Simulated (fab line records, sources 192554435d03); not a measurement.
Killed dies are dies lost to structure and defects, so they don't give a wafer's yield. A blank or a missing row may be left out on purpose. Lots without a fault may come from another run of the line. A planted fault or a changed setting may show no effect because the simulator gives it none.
A struck lot beside a sound one | flow n5_finfet | 39 steps out of a route of 1938
Sound: wafers L629.1, L629.2, L629.3. Struck: wafer L627.6. (L627.1, L627.3 of the same lot were not struck and are left out.) The cause comes at the end.
At each step with rows: each side's tool, then ch and its chambers, then its first start. Under that, the readings that differ: sound wafers | struck wafers | difference of the means | sigmas: that difference in standard deviations of wafers without a fault.
alike: readings whose means differ by less than 2 such deviations, and words and numbers that are the same on both sides. not compared: withheld readings, readings that some wafer has no value for, bounds like >300 that may hide the same value, and numbers for which the record gives no deviation and whose values overlap.
The two part at a step that has a row with sigmas, a row that says differs or no value, or rows on one side only. Numbers that don't overlap but have no deviation are shown without sigmas and don't part them. A reading that every wafer of one side lacks parts them only if that side has two wafers or more.

first, 9 steps without rows for these wafers: N5_HKMG_FIN_DESCUM_17 (chemistry O2, time 7.9 s); N5_HKMG_FIN_ETCH_31 (etches SiARC in CF4, target depth 45.5 nm, time 75.8 s); N5_HKMG_FIN_ETCH_32 (etches SOC in N2/H2, target depth 240 nm, time 300 s); N5_HKMG_FIN_STRIP_33 (strips in N2/H2); N5_HKMG_FIN_STRIP_34 (strips in CF4); N5_HKMG_FIN_ETCH_35 (etches SOC in N2/H2, target depth 215.8 nm, time 243.4 s); N5_HKMG_FIN_STRIP_92 (strips SOC in N2/H2, time 20 s); N5_HKMG_FIN_WET_ETCH_18 (etches TiN in SC1, time 55 s, target depth 5.2 nm, rinse time 30 s); N5_HKMG_FIN_STRIP_19 (strips in N2/H2, time 360 s).
N5_HKMG_FIN_ALD_91: deposits TiN, target thk 1 nm, pulse time 1 s, purge time 3 s.
  sound on ald_metal-04 ch 1,2,3, day 9 10:47; struck on ald_metal-01 ch 1, day 8 15:20
  reading    | sound    | struck | difference | sigmas
  ald_cycles | 47 47 47 | 54     | +7         |
  alike: heater_power_w, precursor_pulse_height_rel
then, 27 steps without rows for these wafers: N5_HKMG_FIN_COAT_85 (time 60 s, resist thk 300 nm); N5_HKMG_FIN_ETCH_86 (etches SOC in N2/H2, stops on TiN, target depth 393.2 nm); N5_HKMG_FIN_STRIP_89 (strips SOC in N2/H2, time 20 s); N5_HKMG_FIN_WET_ETCH_87 (etches TiN in SC1, time 154.2 s, target depth 4.7 nm, rinse time 30 s); N5_HKMG_FIN_STRIP_88 (strips in N2/H2, time 360 s); N5_HKMG_FIN_NWFM_ALD_20 (deposits TiAlC, target thk 2 nm, pulse time 3 s, purge time 2 s); N5_HKMG_FIN_ALD_71 (deposits TiN, target thk 1 nm, pulse time 1 s, purge time 3 s); N5_HKMG_FIN_COAT_66 (time 60 s, resist thk 300 nm); N5_HKMG_FIN_ETCH_67 (etches SOC in N2/H2, stops on TiN, target depth 388.9 nm); N5_HKMG_FIN_STRIP_90 (strips SOC in N2/H2, time 20 s); N5_HKMG_FIN_WET_ETCH_73 (etches the open film in SC1, time 42.3 s, target depth 1.3 nm, rinse time 30 s); N5_HKMG_FIN_ETCHBACK_68 (etches the open film in Cl2/Ar, stops on HfO2, target depth 0.5 nm); N5_HKMG_FIN_STRIP_69 (strips in N2/H2, time 360 s); N5_HKMG_FIN_ALD_21 (deposits TiN, target thk 1.5 nm, pulse time 1 s, purge time 3 s); N5_HKMG_FIN_ALD_72 (deposits W, target thk 2 nm, pulse time 1 s, purge time 2 s); N5_HKMG_FIN_W_FILL_22 (material W, target thk 60 nm, time 18.2 s); N5_HKMG_FIN_PRECLEAN_83 (cleans in DIW, time 57.5 s); N5_HKMG_FIN_SRD_84 (dry time 32 s); N5_HKMG_FIN_CMP_23 (polishes, stops on SiNx, t overpolish 10 s, target thk 46.326 nm); N5_HKMG_FIN_CMP_94 (polishes, stops on SiNx, t overpolish 4.7 s, target thk 43.299 nm); N5_GATE_CUT_ETCHBACK_00 (etches W in SF6/Cl2); N5_GATE_CUT_ETCH_56 (etches TiN in Cl2/Ar, target depth 21.6 nm); N5_GATE_CUT_ETCHBACK_30 (etches TiN in Cl2/Ar, target depth 3 nm); N5_GATE_CUT_VAPOR_ETCH_60 (etches HfO2 in BCl3/Cl2); N5_GATE_CUT_ETCH_58 (etches SiNx in CH3F/O2, target depth 17 nm, time 128.6 s); N5_GATE_CUT_STRIP_59 (strips in N2/H2, time 20 s); N5_GATE_CUT_PRECLEAN_31 (cleans in DIW, time 300 s).
-- the record jumps here: 4 days lie between the struck wafers' starts before and after (it left off in module GATE_CUT and takes up again in module BEOL_M4, whose first step shown is number 1111 of the route) --
N5_BEOL_M4_RC_MEAS_101:
  sound on prober-01 ch 0, day 13 16:40; struck on prober-01 ch 0, day 12 17:19
  reading             | sound                      | struck  | difference | sigmas
  IOFF_N (nA/um)      | 0.130 0.165 0.119          | 0.067   | -0.071     | -3
  IOFF_N_85C (nA/um)  | 2.6 3.2 2.4                | 1.5     | -1.2       | -3
  IOFF_N_LIN (nA/um)  | 0.065 0.076 0.059          | 0.033   | -0.034     | -3
  IOFF_N_LONG (nA/um) | 5.63e-05 5.72e-05 5.57e-05 | 4.1e-05 | -1.5e-05   | -6
  ION_N (uA/um)       | 676 676 648                | 637     | -30        | -3
  ION_P (uA/um)       | 463 458 443                | 473     | +18        | +2
  VT_N (mV)           | 251.6 249.1 251.2          | 266.4   | +15.8      | +5
  VT_N_LONG (mV)      | 273.5 274.5 273.9          | 287.9   | +13.9      | +7
  VT_N_LVT (mV)       | 100.4 97.0 103.3           | 113.5   | +13.3      | +5
  VT_P (mV)           | -252 -252 -254             | -246    | +7         | +2
  alike: DIBL_N, DIBL_P, IOFF_P, SS_N, SS_P
-- the record jumps here: 4 days lie between the struck wafers' starts before and after (it left off in module BEOL_M4 and takes up again in module PASSIVATION, whose first step shown is number 1936 of the route) --
N5_PASSIVATION_PROBE_49:
  the record has rows for the struck wafers here (prober-01, day 16 21:15) and none for the sound ones

WHERE THEY PART
First at N5_BEOL_M4_RC_MEAS_101; last, within this record, at N5_PASSIVATION_PROBE_49.

WHY: what the simulator had put in
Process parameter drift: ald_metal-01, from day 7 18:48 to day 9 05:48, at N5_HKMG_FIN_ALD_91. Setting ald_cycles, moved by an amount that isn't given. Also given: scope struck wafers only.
